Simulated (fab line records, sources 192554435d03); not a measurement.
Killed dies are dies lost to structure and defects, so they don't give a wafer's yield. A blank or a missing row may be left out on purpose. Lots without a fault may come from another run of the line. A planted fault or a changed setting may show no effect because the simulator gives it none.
Which tool did it? | flow n5_finfet | 11 lots, 33 wafers sampled, at 2 steps of a route of 1938

WHAT THE GAUGES READ, wafer by wafer
N5_BEOL_M7_RS_MEAS_57: measures by four-point-probe. Usual: M7_RS 0.289 ohm/sq, standard deviation 0.01.
lot  | measured     | on            | M7_RS (ohm/sq)    | flag
L588 | day 9 15:11  | film_metro-01 | 0.306 0.303 0.308 |
L590 | day 10 00:17 | film_metro-02 | 0.280 0.298 0.290 |
L591 | day 10 10:30 | film_metro-02 | 0.292 0.284 0.285 |
L592 | day 10 15:07 | film_metro-01 | 0.285 0.287 0.305 |
L594 | day 11 00:35 | film_metro-02 | 0.306 0.300 0.293 |
L593 | day 11 01:14 | film_metro-02 | 0.279 0.280 0.285 |
L599 | day 12 09:06 | film_metro-01 | 0.278 0.293 0.294 |
L601 | day 12 14:59 | film_metro-02 | 0.268 0.290 0.267 |
L606 | day 13 17:24 | film_metro-01 | 0.281 0.290 0.289 |
L605 | day 14 00:14 | film_metro-01 | 0.287 0.318 0.303 |
L610 | day 16 08:06 | film_metro-02 | 0.296 0.292 0.287 |

WHICH TOOL RAN EACH LOT (tool, then ch and the chambers of the sampled wafers, then the start)
lot  | N5_BEOL_M7_SPUTTER_48
L588 | pvd_sputter-02, day 9 14:15
L590 | pvd_sputter-03, day 9 22:01
L591 | pvd_sputter-02, day 10 09:34
L592 | pvd_sputter-01, day 10 14:03
L594 | pvd_sputter-02, day 10 23:40
L593 | pvd_sputter-02, day 11 00:17
L599 | pvd_sputter-01, day 12 06:46
L601 | pvd_sputter-01, day 12 14:02
L606 | pvd_sputter-02, day 13 15:13
L605 | pvd_sputter-01, day 13 23:14
L610 | pvd_sputter-01, day 16 07:04
- N5_BEOL_M7_SPUTTER_48: material Cu, target thk 10 nm, time 1.667 s.

WHAT THE TOOLS THEMSELVES READ (means of the sampled wafers that have a number; where no wafer has one, the mark that the record gives instead)
N5_BEOL_M7_SPUTTER_48. Usual: cathode_dc_power_W 26000 W, standard deviation 4.8; substrate_temp_c -20.00 C, standard deviation 0.092; throttle_valve_pct 30.1 %, standard deviation 1.
lot  | tool           | cathode_dc_power_W (W) | substrate_temp_c (C) | throttle_valve_pct (%) | flag
L588 | pvd_sputter-02 | 25998                  | -19.97               | 30.1                   |
L590 | pvd_sputter-03 | 26001                  | -20.00               | 30.7                   |
L591 | pvd_sputter-02 | 26002                  | -20.10               | 30.6                   |
L592 | pvd_sputter-01 | 26000                  | -20.02               | 29.9                   |
L594 | pvd_sputter-02 | 25999                  | -20.07               | 30.7                   |
L593 | pvd_sputter-02 | 26001                  | -19.94               | 31.0                   |
L599 | pvd_sputter-01 | 25995                  | -20.00               | 28.4                   |
L601 | pvd_sputter-01 | 26000                  | -20.02               | 28.3                   |
L606 | pvd_sputter-02 | 28175                  | -19.93               | 30.7                   | OFF
L605 | pvd_sputter-01 | 25995                  | -19.89               | 29.3                   |
L610 | pvd_sputter-01 | 26003                  | -20.07               | 29.3                   |

THE ANSWER, worked out from the rows above alone
Rule: a lot is off if the mean of its wafers that have a number lies more than 3 standard deviations from the usual mean. A lot without any number at a reading at which 4 lots or more have one is off too. The other lots that the step has rows for count as sound. The gauges are gone through in route order, then the tools' own readings, and for those a lot's mean is taken as printed above. The first step at which some lot is off is used, and at that step the reading that is off furthest; a lot without a number counts as furthest.
Off: L606, at N5_BEOL_M7_SPUTTER_48 (cathode_dc_power_W).
A tool fits if, at that step or a process step before it, it ran every lot that is off, and no sound lot after the first of them. One fits: pvd_sputter-02 at N5_BEOL_M7_SPUTTER_48. Its last sound lot is L593 (day 11 00:17), its first lot that is off L606 (day 13 15:13): a fault that began between those two fits.
The tool's own readings at N5_BEOL_M7_SPUTTER_48 bear it out: on the lots that are off they differ by more than 5 times the standard deviation of the sound lots' means. cathode_dc_power_W reads 28175 W there against 25999 W on the sound lots.

WHAT THE SIMULATOR HAD PUT IN
Process parameter drift: pvd_sputter-02, from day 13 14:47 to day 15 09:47, at N5_BEOL_M7_SPUTTER_48. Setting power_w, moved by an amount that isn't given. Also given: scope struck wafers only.
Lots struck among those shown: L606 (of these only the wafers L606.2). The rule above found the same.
